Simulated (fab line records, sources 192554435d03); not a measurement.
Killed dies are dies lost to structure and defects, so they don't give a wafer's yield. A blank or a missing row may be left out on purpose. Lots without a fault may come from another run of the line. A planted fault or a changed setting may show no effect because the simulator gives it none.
fab line records | flow n5_finfet
record lots=7 wafers=20 last_day=17
route steps=1938 shown SD_EPI_P@298 BEOL_M4@1111 PASSIVATION@1936
lots that met no fault: from a run of the same line without faults
start_h: hours from the record's first day to the start of the lot's first wafer shown | wait_h: hours since the lot's step before | " the same as in the row above | L1.1+2: a row that stands for several wafers | - no value, or no start given | * or withheld: withheld | < > ~ a bound
route shown NAME@n: a module of which the file shows steps, and the number in the route of the first | usual: mean/standard deviation of fault-free wafers | same: alike in all rows | chamber/n: place in a boat | sites: the reading at each site | _std_site: their standard deviation | _edge_site: outer sites' mean less inner sites' | radius_mm: how far each site lies from the wafer's centre | mask NAME#n: copy n | behind: the tool/chamber that last shaped the wafer | hold: why the lot was held/for how many hours/how that ended | device: the transistor (n, p or np) that didn't switch | end of line: the same wafers' tests at the end of the route | a step without rows: its recipe alone | killed: dies lost to structure and defects at the first sort, not the wafer's yield | map: a wafer's dies, x killed, . not, _ none there
set.NAME: the setting as run; set.NAME@STEP: as run at that earlier step | model.NAME: the simulator's own value behind a step, which no gauge read
lots at some steps of the route; a table a step, a row a wafer
services: from which hour (start_h, from the record's first day; less than 0 if before it) a tool's chamber was out of use, for how many hours, and why
## steps
# step N5_SD_EPI_P_EBR_05
# recipe solvent=PGMEA ebr_width_mm=1.5
# step N5_SD_EPI_P_SOFTBAKE_04
# recipe temp_c=110 time_s=60 resist=CAR-ArF-block
# step N5_SD_EPI_P_EXPOSE_06
# recipe mask_id=SD_P_BLK na=1.35 source_shape=conventional sigma_outer=0.8 polarization=unpolarized target_cd_nm=240 dose_mj=39.5
# step N5_SD_EPI_P_PEB_07
# recipe peb_temp_c=110 peb_time_s=60 resist=CAR-ArF-block
# step N5_SD_EPI_P_DEVELOP_08
# recipe develop_time_s=30 developer=TMAH resist=CAR-ArF-block dev_temp_c=23 rinse_liquid=diw dry=air_spin
# step N5_SD_EPI_P_CD_MEAS_09
# recipe target_cd_nm=240 landing_energy_ev=500 detector=se_inlens
# usual cd_nm=240.4/1
# columns lot.wafer tool chamber start_h wait_h cd_nm
L552.1 cd_sem-02 0 60.50 - 241.6
L552.3 " 0 " " 241.4
L552.4 " 0 " " 241.1
L556.3 cd_sem-02 0 84.18 - 240.2
L556.4 " 0 " " 240.2
L556.6 " 0 " " 240.6
L562.4 cd_sem-03 0 124.44 - 239.9
L562.5 " 0 " " 239.4
L567.1 cd_sem-03 0 153.55 - 241.0
L567.4 " 0 " " 241.3
L567.6 " 0 " " 242.2
L568.1 cd_sem-03 0 157.61 - 239.1
L568.3 " 0 " " 239.8
L568.4 " 0 " " 239.6
L571.4 cd_sem-02 0 174.63 - 237.9
L571.5 " 0 " " 239.3
L571.6 " 0 " " 240.0
L574.1 cd_sem-03 0 191.90 - 241.5
L574.2 " 0 " " 241.2
L574.5 " 0 " " 241.6
# step N5_SD_EPI_P_OVL_MEAS_10
# recipe points_per_wafer=44
# usual SD_P_BLK_OVL=0.0/0.74
# same points_per_wafer=44
# columns lot.wafer tool chamber start_h wait_h SD_P_BLK_OVL[nm]
L552.1 overlay-01 0 60.53 0.0 -0.3
L552.3 " 0 " " 0.7
L552.4 " 0 " " 0.9
L556.3 overlay-01 0 84.21 0.0 -0.9
L556.4 " 0 " " -0.9
L556.6 " 0 " " -1.8
L562.4 overlay-02 0 124.47 0.0 -1.0
L562.5 " 0 " " 0.0
L567.1 overlay-02 0 153.58 0.0 0.8
L567.4 " 0 " " 0.2
L567.6 " 0 " " 0.6
L568.1 overlay-01 0 157.64 0.0 0.0
L568.3 " 0 " " -0.4
L568.4 " 0 " " -0.4
L571.4 overlay-02 0 174.66 0.0 -1.3
L571.5 " 0 " " -0.6
L571.6 " 0 " " -1.4
L574.1 overlay-01 0 191.93 0.0 0.1
L574.2 " 0 " " -0.3
L574.5 " 0 " " -0.5
# step N5_SD_EPI_P_INSPECT_11
# recipe mode=adi inspect_instrument=macro
# usual raw_defect_count=2.2/1.5
# columns lot.wafer tool chamber start_h wait_h raw_defect_count
L552.1 defect_inspect-01 - 60.55 0.0 3
L552.3 " - " " 3
L552.4 " - " " 1
L556.3 defect_inspect-01 - 84.23 0.0 0
L556.4 " - " " 2
L556.6 " - " " 1
L562.4 defect_inspect-02 - 124.49 0.0 2
L562.5 " - " " 2
L567.1 defect_inspect-01 - 153.61 0.0 2
L567.4 " - " " 2
L567.6 " - " " 0
L568.1 defect_inspect-01 - 157.66 0.0 4
L568.3 " - " " 4
L568.4 " - " " 2
L571.4 defect_inspect-02 - 174.68 0.0 0
L571.5 " - " " 1
L571.6 " - " " 4
L574.1 defect_inspect-01 - 191.96 0.0 2
L574.2 " - " " 2
L574.5 " - " " 2
# step N5_SD_EPI_P_DESCUM_14
# recipe chemistry=O2 time_s=7.9 source_power_w=50 bias_power_w=20 pressure_mtorr=20 rf_frequency_hz=2.712e+07 temp_c=40 resist=CAR-ArF-block o2_flow_sccm=225
# usual bias_power_w=20.00/0.059 drypump_motor_current_A=5.9/0.55 oes_product_au=0.80/0.088 rf_fwd_power_W=49.43/0.26 rf_vpp_V=243.0/1.2 showerhead_plenum_p_Torr=2.09/0.063 temp_c=39.99/0.1 throttle_valve_pct=20.38/0.27
# columns lot.wafer tool chamber start_h wait_h bias_power_w drypump_motor_current_A oes_product_au rf_fwd_power_W rf_hours_counter_h rf_vpp_V showerhead_plenum_p_Torr temp_c throttle_valve_pct
L552.1 rie_diel-04 0 60.59 0.0 19.93 6.1 0.76 49.44 144 243.2 2.17 40.09 20.42
L552.3 " 2 " " 19.95 5.7 0.78 48.83 129 242.8 2.03 40.01 20.32
L552.4 " 2 " " 19.94 5.7 0.79 49.03 - 242.2 2.03 40.00 20.31
L556.3 rie_diel-02 1 84.26 0.0 19.94 5.3 0.77 49.57 135 241.9 2.07 40.06 20.04
L556.4 " 2 " " 20.06 6.2 0.67 49.46 245 241.3 1.97 39.98 20.49
L556.6 " 1 " " 20.01 5.4 0.78 49.43 - 243.8 2.07 40.11 20.06
L562.4 rie_diel-04 0 124.54 0.0 19.98 6.1 0.75 49.66 162 245.0 2.16 39.83 20.43
L562.5 " 0 " " 19.94 6.1 0.74 49.34 - 243.8 2.16 39.89 20.42
L567.1 rie_diel-04 1 153.64 0.0 20.07 5.0 0.87 49.60 25 243.6 2.17 40.05 20.60
L567.4 " 3 " " 20.11 6.7 0.81 49.36 125 243.6 2.03 39.95 20.26
L567.6 " 3 " " 20.04 6.6 0.81 49.29 - 242.2 2.03 39.88 20.25
L568.1 rie_diel-04 0 157.70 0.0 20.03 6.1 0.74 49.63 168 243.9 2.16 40.06 20.45
L568.3 " 3 " " 19.89 6.6 0.81 49.34 126 242.9 2.03 40.03 20.27
L568.4 " 2 " " 19.92 5.7 0.75 49.06 161 241.7 2.02 40.07 20.36
L571.4 rie_diel-02 2 174.79 0.1 19.88 6.2 0.91 49.40 - 245.7 2.23 39.91 20.18
L571.5 " 1 " " 20.04 5.3 0.76 49.49 - 243.0 2.06 39.90 20.09
L571.6 " 3 " " 20.04 6.0 0.69 49.74 - 243.3 2.10 39.95 20.96
L574.1 rie_diel-01 3 192.08 0.1 19.86 6.3 0.73 49.39 183 242.8 2.10 40.00 20.28
L574.2 " 1 " " 20.04 6.3 0.87 49.12 47 243.8 2.13 40.00 20.59
L574.5 " 0 " " 19.99 5.1 0.90 49.69 - 242.8 2.05 39.94 20.13
# step N5_SD_EPI_P_ETCH_36
# recipe chemistry=CF4 target=SiARC target_depth_a=455 mask_material=CAR-ArF-block time_s=75.8 ion_energy_ev=80 pressure_mtorr=40 source_w=545 bias_w=36 Ar_flow_sccm=100 cf4_flow_sccm=100 ends=cleared
# usual drypump_motor_current_A=5.9/0.55 etch_rf_on_time_s=76.3/2.7 oes_product_au=0.68/0.074 rf_fwd_power_W=539.8/2.4 rf_vpp_V=184.0/1.1 showerhead_plenum_p_Torr=2.14/0.061 throttle_valve_pct=15.53/0.23
# columns lot.wafer tool chamber start_h wait_h drypump_motor_current_A etch_rf_on_time_s oes_product_au rf_fwd_power_W rf_hours_counter_h rf_vpp_V showerhead_plenum_p_Torr throttle_valve_pct
L552.1 rie_diel-04 0 60.62 0.0 6.0 79.5 0.64 539.6 144 186.0 2.23 15.64
L552.3 " 2 " " 5.7 79.5 0.64 533.5 129 182.3 2.07 15.45
L552.4 " 2 " " 5.7 80.1 0.64 536.2 - 182.1 2.07 15.42
L556.3 rie_diel-02 1 84.30 0.0 5.4 74.6 0.67 540.6 135 184.0 2.15 15.54
L556.4 " 2 " " 6.2 75.3 0.58 540.6 245 183.3 2.03 15.86
L556.6 " 1 " " 5.3 74.9 0.67 544.1 - 184.8 2.15 15.53
L562.4 rie_diel-04 0 124.57 0.0 6.1 80.6 0.62 543.0 162 184.8 2.22 15.68
L562.5 " 0 " " 6.0 79.8 0.62 539.8 - 187.5 2.22 15.66
L567.1 rie_diel-04 1 153.68 0.0 5.0 74.2 0.77 544.1 25 184.8 2.18 15.46
L567.4 " 3 " " 6.7 73.6 0.70 537.2 125 184.3 2.08 15.41
L567.6 " 3 " " 6.7 74.2 0.69 540.4 - 182.5 2.08 15.43
L568.1 rie_diel-04 0 157.73 0.0 6.1 79.3 0.62 542.5 168 185.0 2.22 15.71
L568.3 " 3 " " 6.7 73.1 0.70 539.3 126 185.0 2.08 15.42
L568.4 " 2 " " 5.7 79.6 0.62 537.0 161 182.6 2.06 15.50
L571.4 rie_diel-02 2 174.83 0.0 6.2 73.6 0.78 538.9 - 186.3 2.28 15.39
L571.5 " 1 " " 5.3 74.0 0.66 542.7 - 184.2 2.14 15.60
L571.6 " 3 " " 6.0 79.2 0.59 539.2 - 184.1 2.14 15.97
L574.1 rie_diel-01 3 192.11 0.0 6.3 79.9 0.62 541.4 183 183.9 2.12 15.36
L574.2 " 1 " " 6.4 77.5 0.74 536.5 47 183.5 2.18 15.65
L574.5 " 0 " " 5.1 72.6 0.75 539.3 - 183.9 2.09 15.21
# step N5_SD_EPI_P_ETCH_37
# recipe chemistry=N2/H2 target=SOC overetch_a=1080 mask_material=SiARC temp_c=40 ion_energy_ev=100 source_w=3000 bias_w=133 pressure_mtorr=20 time_s=486 n2_flow_sccm=200 h2_flow_sccm=200 ends=end_point
# usual drypump_motor_current_A=5.9/0.55 oes_product_au=0.71/0.07 rf_fwd_power_W=2996/8 rf_vpp_V=240.8/1.2 showerhead_plenum_p_Torr=2.53/0.083 temp_c=40.00/0.095 throttle_valve_pct=23.8/0.35
# columns lot.wafer tool chamber start_h wait_h drypump_motor_current_A oes_product_au rf_fwd_power_W rf_hours_counter_h rf_vpp_V showerhead_plenum_p_Torr temp_c throttle_valve_pct
L552.1 rie_diel-04 0 60.68 0.0 6.1 0.68 2988 144 242.7 2.66 40.04 24.2
L552.3 " 2 " " 5.7 0.69 2993 129 240.4 2.45 39.98 23.5
L552.4 " 2 " " 5.7 0.69 2993 - 240.7 2.45 39.92 23.6
L556.3 rie_diel-02 1 84.35 0.0 5.3 0.69 2997 135 241.6 2.55 40.02 23.6
L556.4 " 2 " " 6.2 0.61 2997 245 238.8 2.38 40.20 23.8
L556.6 " 1 " " 5.4 0.69 2992 - 240.4 2.55 39.96 23.6
L562.4 rie_diel-04 0 124.63 0.0 6.1 0.67 2994 162 241.6 2.65 40.05 24.2
L562.5 " 0 " " 6.1 0.67 2998 - 242.2 2.65 40.04 24.2
L567.1 rie_diel-04 1 153.73 0.0 5.0 0.79 2991 25 241.3 2.62 39.97 24.1
L567.4 " 3 " " 6.7 0.71 3004 125 240.3 2.43 40.10 23.5
L567.6 " 3 " " 6.7 0.72 3011 - 239.8 2.44 40.09 23.5
L568.1 rie_diel-04 0 157.79 0.0 6.1 0.66 2998 168 240.7 2.65 39.97 24.2
L568.3 " 3 " " 6.7 0.71 2998 126 239.9 2.43 39.90 23.5
L568.4 " 2 " " 5.7 0.67 3001 161 240.0 2.44 40.04 23.6
L571.4 rie_diel-02 2 175.02 0.2 6.2 0.80 3006 - 243.1 2.69 40.08 23.5
L571.5 " 1 " " 5.3 0.68 3004 - 240.9 2.54 40.28 23.6
L571.6 " 3 " " 6.0 0.64 2997 - 240.3 2.51 39.96 24.2
L574.1 rie_diel-01 3 192.17 0.0 6.3 0.67 2992 183 240.6 2.50 39.93 23.1
L574.2 " 1 " " 6.3 0.78 2991 47 240.1 2.57 39.83 23.9
L574.5 " 0 " " 5.1 0.77 3001 - 240.2 2.48 39.94 23.6
# step N5_SD_EPI_P_STRIP_38
# recipe chemistry=N2/H2 temp_c=40 n2_flow_sccm=200 h2_flow_sccm=200 rf_frequency_hz=6e+07
# step N5_SD_EPI_P_ETCHBACK_46
# recipe chemistry=CH3F/O2 mode=anisotropic_etchback target=SiNx target_depth_a=175 stop_on=SiO2 over_etch_frac=0.3 ion_energy_ev=120 pressure_mtorr=30 source_w=395 bias_w=73 Ar_flow_sccm=150 CH3F_flow_sccm=30 O2_flow_sccm=20
# usual drypump_motor_current_A=5.9/0.54 oes_product_au=0.68/0.067 over_etch_frac=0.3/0 rf_fwd_power_W=393.4/1.2 rf_vpp_V=296/9.2 showerhead_plenum_p_Torr=1.99/0.066 throttle_valve_pct=16.25/0.26
# columns lot.wafer tool chamber start_h wait_h drypump_motor_current_A oes_product_au over_etch_frac rf_fwd_power_W rf_hours_counter_h rf_vpp_V showerhead_plenum_p_Torr throttle_valve_pct
L552.1 rie_diel-04 0 61.00 0.0 6.1 0.65 0.3 393.1 144 317 2.08 16.38
L552.3 " 2 " " 5.7 0.66 0.3 392.3 129 301 1.92 16.10
L552.4 " 2 " " 5.7 0.66 0.3 392.1 - 300 1.92 16.09
L556.3 rie_diel-02 1 84.68 0.0 5.3 0.66 0.3 391.8 135 297 2.01 16.26
L556.4 " 2 " " 6.2 0.57 0.3 396.5 245 286 1.88 16.49
L556.6 " 1 " " 5.3 0.67 0.3 395.1 - 298 2.01 16.27
L562.4 rie_diel-04 0 124.95 0.0 6.1 0.64 0.3 393.6 162 316 2.08 16.41
L562.5 " 0 " " 6.1 0.64 0.28932 393.3 - 319 2.08 16.39
L567.1 rie_diel-04 1 154.06 0.0 5.0 0.77 0.28932 394.5 25 292 2.05 16.28
L567.4 " 3 " " 6.6 0.68 0.3 392.1 125 297 1.92 16.05
L567.6 " 3 " " 6.6 0.69 0.3 392.9 - 298 1.92 16.06
L568.1 rie_diel-04 0 158.11 0.0 6.1 0.64 0.28932 391.7 168 317 2.08 16.41
L568.3 " 3 " " 6.6 0.69 0.3 393.5 126 298 1.92 16.04
L568.4 " 2 " " 5.7 0.64 0.3 389.8 161 300 1.91 16.14
L571.4 rie_diel-02 2 175.23 0.1 6.2 0.77 0.3 394.4 - 293 2.13 16.07
L571.5 " 1 " " 5.3 0.64 0.3 394.7 - 295 2.00 16.31
L571.6 " 3 " " 6.0 0.62 0.3 394.8 - 303 1.99 16.67
L574.1 rie_diel-01 3 192.49 0.0 6.3 0.64 0.3 394.0 183 292 1.98 16.10
L574.2 " 1 " " 6.3 0.75 0.3 393.8 47 282 2.05 16.48
L574.5 " 0 " " 5.1 0.74 0.3 392.9 - 301 1.94 15.92
# step N5_SD_EPI_P_ETCH_47
# recipe chemistry=CH3F/O2 target=SiOCN target_depth_a=250 mask_material=SOC ion_energy_ev=60 bias_w=29 pressure_mtorr=30 source_w=410 Ar_flow_sccm=150 CH3F_flow_sccm=30 O2_flow_sccm=20
# usual drypump_motor_current_A=5.9/0.54 oes_product_au=0.79/0.084 rf_fwd_power_W=408.5/1.2 rf_vpp_V=127/3.8 showerhead_plenum_p_Torr=1.99/0.066 throttle_valve_pct=16.23/0.26
# columns lot.wafer tool chamber start_h wait_h drypump_motor_current_A oes_product_au rf_fwd_power_W rf_hours_counter_h rf_vpp_V showerhead_plenum_p_Torr throttle_valve_pct
L552.1 rie_diel-04 0 61.10 0.1 6.1 0.74 409.7 144 135 2.08 16.35
L552.3 " 2 " " 5.7 0.76 407.8 130 130 1.92 16.07
L552.4 " 2 " " 5.7 0.75 407.0 - 128 1.92 16.06
L556.3 rie_diel-02 1 84.78 0.1 5.3 0.78 407.8 135 127 2.01 16.24
L556.4 " 2 " " 6.2 0.67 408.8 245 122 1.88 16.47
L556.6 " 1 " " 5.3 0.77 408.7 - 127 2.01 16.24
L562.4 rie_diel-04 0 125.05 0.1 6.2 0.73 407.9 162 135 2.08 16.38
L562.5 " 0 " " 6.1 0.73 408.0 - 136 2.08 16.38
L567.1 rie_diel-04 1 154.16 0.1 5.0 0.89 408.6 25 126 2.05 16.26
L567.4 " 3 " " 6.7 0.81 407.9 125 129 1.92 16.03
L567.6 " 3 " " 6.7 0.82 408.4 - 129 1.92 16.04
L568.1 rie_diel-04 0 158.21 0.1 6.1 0.74 409.3 168 135 2.08 16.39
L568.3 " 3 " " 6.6 0.81 407.4 126 128 1.92 16.03
L568.4 " 2 " " 5.7 0.74 405.7 161 129 1.91 16.13
L571.4 rie_diel-02 2 175.33 0.1 6.1 0.90 407.4 - 124 2.13 16.06
L571.5 " 1 " " 5.3 0.75 409.0 - 127 2.00 16.26
L571.6 " 3 " " 6.0 0.70 409.9 - 129 1.99 16.66
L574.1 rie_diel-01 3 192.59 0.1 6.3 0.72 408.1 183 126 1.98 16.06
L574.2 " 1 " " 6.4 0.85 408.3 47 122 2.05 16.47
L574.5 " 0 " " 5.1 0.88 410.4 - 129 1.94 15.88
# step N5_BEOL_M4_RC_MEAS_101
# usual DIBL_N=36.9/2.1 DIBL_P=37.1/2.5 IOFF_N=0.17/0.039 IOFF_P=0.23/0.043 ION_N=673/15 ION_P=462/9.1 SS_N=71.8/0.69 SS_P=73.6/0.74 VT_N=250/3.6 VT_P=-249.7/2.9
# columns lot.wafer tool chamber start_h wait_h DIBL_N[mV/V] DIBL_P[mV/V] IOFF_N[nA/um] IOFF_P[nA/um] ION_N[uA/um] ION_P[uA/um] SS_N[mV/dec] SS_P[mV/dec] VT_N[mV] VT_P[mV]
L552.1 prober-02 0 177.68 0.0 38.0 38.5 0.19 0.26 676 470 72.5 74.5 248 -245.8
L552.3 " 0 " " 34.6 34.4 0.13 0.18 653 447 71.3 73.0 254 -249.8
L552.4 " 0 " " 35.9 38.0 0.17 0.25 668 464 71.7 73.8 251 -246.4
L556.3 prober-01 0 196.06 0.3 38.3 36.5 0.16 0.22 658 450 72.4 74.1 251 -251.2
L556.4 " 0 " " 37.4 36.7 0.14 0.22 657 462 71.4 73.4 253 -248.2
L556.6 " 0 " " 36.7 35.7 0.13 0.21 648 461 71.1 72.9 252 -249.5
L562.4 prober-01 0 242.23 0.5 36.7 35.8 0.16 0.23 668 461 71.4 73.7 253 -248.0
L562.5 " 0 " " 34.3 33.6 0.13 0.17 650 452 71.6 73.0 256 -253.2
L568.1 prober-01 0 267.24 0.0 38.3 39.8 0.20 0.27 673 466 71.8 73.5 248 -246.6
L568.3 " 0 " " 33.0 33.7 0.12 0.17 668 461 70.6 72.0 254 -255.0
L568.4 " 0 " " 34.1 33.8 0.13 0.17 647 449 70.8 72.3 252 -254.0
L567.1 prober-01 0 272.38 0.0 35.6 33.3 0.11 0.16 637 440 71.7 72.4 257 -256.5
L567.4 " 0 " " 40.6 42.5 0.23 0.30 701 477 72.6 74.8 246 -244.5
L567.6 " 0 " " 37.4 37.2 0.16 0.21 679 461 71.4 73.2 250 -250.5
L571.4 prober-02 0 284.32 0.5 34.1 34.3 0.13 0.19 661 460 71.3 72.4 254 -252.5
L571.5 " 0 " " 36.7 37.7 0.18 0.23 694 476 71.5 73.7 246 -250.5
L571.6 " 0 " " 35.0 35.4 0.15 0.20 682 471 70.8 74.0 251 -250.0
L574.1 prober-01 0 302.17 0.0 33.8 34.9 0.13 0.20 674 471 71.3 73.2 253 -249.9
L574.2 " 0 " " 36.7 38.8 0.19 0.27 696 485 71.8 74.3 246 -246.4
L574.5 " 0 " " 36.2 37.2 0.18 0.25 694 476 71.3 73.7 246 -244.1
# step N5_PASSIVATION_PROBE_49
# usual defect_limited_yield=91.3/1.4 killed_at_M0_to_M3=32/9.5 killed_at_M4_up=14/5.2 killed_at_contacts=13/5.7 killed_at_front_end=41/12 killed_at_other=3.5/2.6 killed_dies=103/17 killed_open=68/14 killed_short=32/7 sort_bin_5_function=5.0/0.91 sort_bin_6_memory=3.3/0.7 sort_bin_8_speed=0.03/0.22 sort_n_pass=1076/17 sort_yield_pct=91.2/1.4
# same gross_dies=1180 killed_at_back_side=0 sort_bin_4_leakage[%]=0
# columns lot.wafer tool chamber start_h wait_h defect_limited_yield[%] killed_at_M0_to_M3 killed_at_M4_up killed_at_contacts killed_at_front_end killed_at_other killed_dies killed_open killed_short sort_bin_5_function[%] sort_bin_6_memory[%] sort_bin_8_speed[%] sort_n_pass sort_yield_pct[%]
L571.4 prober-01 - 378.23 0.2 89.1 34 11 23 59 2 129 90 31 6.0 4.0 0 1051 89.1
L571.5 prober-01 - 378.28 0.2 92.9 26 11 11 36 0 84 60 24 4.7 2.2 0 1096 92.9
L571.6 prober-01 - 378.33 0.3 90.1 34 9 12 62 0 117 82 28 5.6 3.6 0 1063 90.1
# killed by level:class
L571.4 STI_FIN_REVEAL:geometric_particle:open=20 MOL_CONTACT_COAG:geometric_particle:open=17 BEOL_M1:geometric_particle:open=14 FIN_SAQP:geometric_particle:open=9 BEOL_M3:geometric_particle:open=8 HKMG_FIN:area_etch=8 BEOL_M4:geometric_particle:open=7 STI_FIN_REVEAL:geometric_particle:short=6
L571.5 STI_FIN_REVEAL:geometric_particle:open=12 MOL_CONTACT_COAG:geometric_particle:open=9 BEOL_M1:geometric_particle:open=8 BEOL_M3:geometric_particle:open=8 FIN_SAQP:geometric_particle:open=6 FIN_SAQP:geometric_particle:short=4 GATE_CUT:geometric_particle:short=4 BEOL_M4:geometric_particle:open=4
L571.6 STI_FIN_REVEAL:geometric_particle:open=17 FIN_SAQP:geometric_particle:open=11 MOL_CONTACT_COAG:geometric_particle:open=11 BEOL_M1:geometric_particle:open=10 FIN_SAQP:geometric_particle:short=8 BEOL_M3:geometric_particle:open=7 HKMG_FIN:area_etch=7 BEOL_M0_SAQP:geometric_particle:open=6
## services
# columns tool chamber start_h hours kind
rie_diel-01 - 38.35 2.0 repair
rie_diel-01 0 47.03 - clean
rie_diel-01 0 47.03 - consumable_replace:focus_ring
rie_diel-01 0 47.03 14.6 scheduled_down
rie_diel-04 1 55.56 - clean
rie_diel-04 1 55.56 - consumable_replace:focus_ring
rie_diel-04 1 55.56 19.3 scheduled_down
rie_diel-04 1 55.56 19.3 vent_cycle
rie_diel-02 3 63.87 10.9 repair
rie_diel-02 3 75.88 2.6 repair
rie_diel-02 2 102.90 - clean
rie_diel-02 2 102.90 - consumable_replace:focus_ring
rie_diel-02 2 102.90 - consumable_replace:showerhead
rie_diel-02 2 102.90 25.0 scheduled_down
rie_diel-02 2 102.90 25.0 vent_cycle
rie_diel-04 2 114.20 1.9 repair
rie_diel-04 - 131.63 0.8 repair
rie_diel-04 0 132.51 11.9 repair
rie_diel-02 1 156.55 15.9 repair
rie_diel-01 3 165.35 3.0 repair
rie_diel-02 0 172.64 - clean
rie_diel-02 0 172.64 - consumable_replace:focus_ring
rie_diel-02 0 172.64 14.3 scheduled_down
rie_diel-02 0 172.64 14.3 vent_cycle
## key
first_sign step=N5_SD_EPI_P_ETCHBACK_46 reading=over_etch_frac direction=down sigmas=99+ usual=0.3 struck=0.28932
effect none on later readings
met_at N5_SD_EPI_P_ETCHBACK_46
struck_wafers L562.5,L567.1,L568.1
onset_between 61.00 124.95
fault kind=process_parameter_drift tool=rie_diel-04 chamber=- onset_h=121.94 steps=N5_SD_EPI_P_ETCHBACK_46 channel=over_etch_frac offset=-0.010684 shape=step end_h=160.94 scope=struck_wafers_only acts_in=these_recipes_only stated=0.3
